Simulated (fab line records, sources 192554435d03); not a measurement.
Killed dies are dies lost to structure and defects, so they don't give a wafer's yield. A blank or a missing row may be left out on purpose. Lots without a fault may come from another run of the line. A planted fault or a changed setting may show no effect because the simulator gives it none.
Chamber matching | flow n5_finfet | N5_GATE_CUT_CMP_43 on cmp-02: 4 sister chambers
The step polishes SiO2. 8 wafers are shown with their chamber, then 10 later ones without.

WAFERS WITH THEIR CHAMBER
wafer  | chamber | motor_current_A (A)
L076.2 | 0       | 11.5
L078.4 | 0       | 11.6
L081.5 | 2       | 11.6
L082.2 | 1       | 14.4
L082.3 | 3       | 10.3
L082.5 | 2       | 11.1
L084.2 | 1       | 13.0
L084.4 | 3       | 11.0

WAFERS WITHOUT THEIR CHAMBER
wafer  | motor_current_A (A)
L084.5 | 13.7
L085.2 | 11.6
L085.3 | 11.4
L085.4 | 10.7
L088.1 | 11.8
L088.2 | 12.6
L088.4 | 10.7
L089.2 | 11.6
L089.3 | 10.6
L089.5 | 11.2

WHICH CHAMBER EACH WENT THROUGH
wafer  | from the rows above               | in truth
L084.5 | 1                                 | 1
L085.2 | can't be placed: 0 or 2 or 3      | 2
L085.3 | can't be placed: 2 or 0 or 3      | 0
L085.4 | can't be placed: 3 or 2 or 0      | 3
L088.1 | can't be placed: 0 or 2 or 3      | 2
L088.2 | can't be placed: 0 or 1 or 2 or 3 | 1
L088.4 | can't be placed: 3 or 2 or 0      | 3
L089.2 | can't be placed: 0 or 2 or 3      | 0
L089.3 | can't be placed: 3 or 2 or 0      | 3
L089.5 | can't be placed: 2 or 0 or 3      | 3
Placed correctly: 1 of 10. Can't be placed from these rows: 9 (the true chamber is among the candidates in 9). Placed wrongly: 0.
How it was worked out, from the rows above alone: a wafer's distance from a chamber is the root of the sum, over the readings, of the square of ((its reading less the chamber's mean) divided by the reading's scatter). The wafer belongs to the nearest chamber; if the next one is less than 2 further off, it can't be placed. A chamber's mean is the mean of its shown wafers. The scatter: the root of (the sum of the squares of (reading less its chamber's mean) over the shown wafers, divided by (wafers less chambers)).
